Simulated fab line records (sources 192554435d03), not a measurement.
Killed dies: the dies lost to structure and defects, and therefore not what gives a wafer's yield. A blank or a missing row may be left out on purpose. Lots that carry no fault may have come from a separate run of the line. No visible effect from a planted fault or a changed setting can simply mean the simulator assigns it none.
Chamber matching / flow n5_finfet / N5_BEOL_M8_DESCUM_33 on rie_diel-05: 4 sister chambers
The step chemistry O2, time 7 s. 18 wafers are shown with their chamber, then 9 later ones without.

## WAFERS, EACH WITH ITS CHAMBER
wafer=L075.3; chamber=1; showerhead_plenum_p_Torr (Torr)=2.15; oes_product_au (a.u.)=0.92; throttle_valve_pct (%)=20.69
wafer=L075.4; chamber=3; showerhead_plenum_p_Torr (Torr)=2.10; oes_product_au (a.u.)=0.70; throttle_valve_pct (%)=20.92
wafer=L075.6; chamber=0; showerhead_plenum_p_Torr (Torr)=2.00; oes_product_au (a.u.)=0.71; throttle_valve_pct (%)=20.55
wafer=L074.1; chamber=1; showerhead_plenum_p_Torr (Torr)=2.15; oes_product_au (a.u.)=0.91; throttle_valve_pct (%)=20.69
wafer=L074.2; chamber=3; showerhead_plenum_p_Torr (Torr)=2.10; oes_product_au (a.u.)=0.70; throttle_valve_pct (%)=20.91
wafer=L074.4; chamber=2; showerhead_plenum_p_Torr (Torr)=2.14; oes_product_au (a.u.)=0.74; throttle_valve_pct (%)=20.73
wafer=L077.4; chamber=0; showerhead_plenum_p_Torr (Torr)=1.99; oes_product_au (a.u.)=0.72; throttle_valve_pct (%)=20.56
wafer=L077.5; chamber=1; showerhead_plenum_p_Torr (Torr)=2.15; oes_product_au (a.u.)=0.91; throttle_valve_pct (%)=20.68
wafer=L077.6; chamber=2; showerhead_plenum_p_Torr (Torr)=2.14; oes_product_au (a.u.)=0.74; throttle_valve_pct (%)=20.72
wafer=L078.1; chamber=3; showerhead_plenum_p_Torr (Torr)=2.10; oes_product_au (a.u.)=0.70; throttle_valve_pct (%)=20.92
wafer=L078.2; chamber=1; showerhead_plenum_p_Torr (Torr)=2.14; oes_product_au (a.u.)=0.89; throttle_valve_pct (%)=20.70
wafer=L078.6; chamber=3; showerhead_plenum_p_Torr (Torr)=2.10; oes_product_au (a.u.)=0.69; throttle_valve_pct (%)=20.91
wafer=L080.2; chamber=0; showerhead_plenum_p_Torr (Torr)=1.99; oes_product_au (a.u.)=0.71; throttle_valve_pct (%)=20.57
wafer=L080.3; chamber=3; showerhead_plenum_p_Torr (Torr)=2.10; oes_product_au (a.u.)=0.69; throttle_valve_pct (%)=20.92
wafer=L080.6; chamber=3; showerhead_plenum_p_Torr (Torr)=2.10; oes_product_au (a.u.)=0.70; throttle_valve_pct (%)=20.94
wafer=L081.2; chamber=3; showerhead_plenum_p_Torr (Torr)=2.10; oes_product_au (a.u.)=0.70; throttle_valve_pct (%)=20.92
wafer=L081.5; chamber=2; showerhead_plenum_p_Torr (Torr)=2.14; oes_product_au (a.u.)=0.74; throttle_valve_pct (%)=20.74
wafer=L081.6; chamber=1; showerhead_plenum_p_Torr (Torr)=2.14; oes_product_au (a.u.)=0.89; throttle_valve_pct (%)=20.71

SIGNATURES, as means of the wafers listed above
reading=showerhead_plenum_p_Torr; chamber 0=1.9933; chamber 1=2.1460; chamber 2=2.1400; chamber 3=2.1000; scatter within a chamber=0.00365
reading=oes_product_au; chamber 0=0.7133; chamber 1=0.9040; chamber 2=0.7400; chamber 3=0.6971; scatter within a chamber=0.00815
reading=throttle_valve_pct; chamber 0=20.5600; chamber 1=20.6940; chamber 2=20.7300; chamber 3=20.9200; scatter within a chamber=0.0104
Rule: for a wafer and a chamber, the distance is found by dividing, reading by reading, the gap between the wafer's reading and the chamber's mean by the reading's scatter, squaring, summing and taking the root. If the next closest chamber is less than 2 further off than the closest, the wafer can't be placed; otherwise it belongs to the closest. The scatter is the square root of a quotient: the sum, over the shown wafers, of each reading's squared deviation from its chamber's mean, divided by wafers minus chambers.

## WAFERS WITH NO CHAMBER GIVEN
wafer=L084.2; showerhead_plenum_p_Torr (Torr)=2.14; oes_product_au (a.u.)=0.88; throttle_valve_pct (%)=20.72
wafer=L084.3; showerhead_plenum_p_Torr (Torr)=1.99; oes_product_au (a.u.)=0.71; throttle_valve_pct (%)=20.60
wafer=L084.6; showerhead_plenum_p_Torr (Torr)=2.09; oes_product_au (a.u.)=0.69; throttle_valve_pct (%)=20.95
wafer=L087.3; showerhead_plenum_p_Torr (Torr)=2.13; oes_product_au (a.u.)=0.72; throttle_valve_pct (%)=20.78
wafer=L087.5; showerhead_plenum_p_Torr (Torr)=1.99; oes_product_au (a.u.)=0.70; throttle_valve_pct (%)=20.60
wafer=L087.6; showerhead_plenum_p_Torr (Torr)=2.14; oes_product_au (a.u.)=0.86; throttle_valve_pct (%)=20.73
wafer=L088.1; showerhead_plenum_p_Torr (Torr)=1.98; oes_product_au (a.u.)=0.69; throttle_valve_pct (%)=20.62
wafer=L088.5; showerhead_plenum_p_Torr (Torr)=2.09; oes_product_au (a.u.)=0.68; throttle_valve_pct (%)=20.96
wafer=L088.6; showerhead_plenum_p_Torr (Torr)=1.98; oes_product_au (a.u.)=0.69; throttle_valve_pct (%)=20.60

## CHAMBER TAKEN BY EACH
wafer=L084.2; from the rows above=1; in truth=1
wafer=L084.3; from the rows above=0; in truth=0
wafer=L084.6; from the rows above=3; in truth=3
wafer=L087.3; from the rows above=2; in truth=2
wafer=L087.5; from the rows above=0; in truth=0
wafer=L087.6; from the rows above=1; in truth=1
wafer=L088.1; from the rows above=0; in truth=0
wafer=L088.5; from the rows above=3; in truth=3
wafer=L088.6; from the rows above=0; in truth=0
Correctly placed: 9 of 9. Left unplaced by these rows: 0. Wrongly placed: 0.
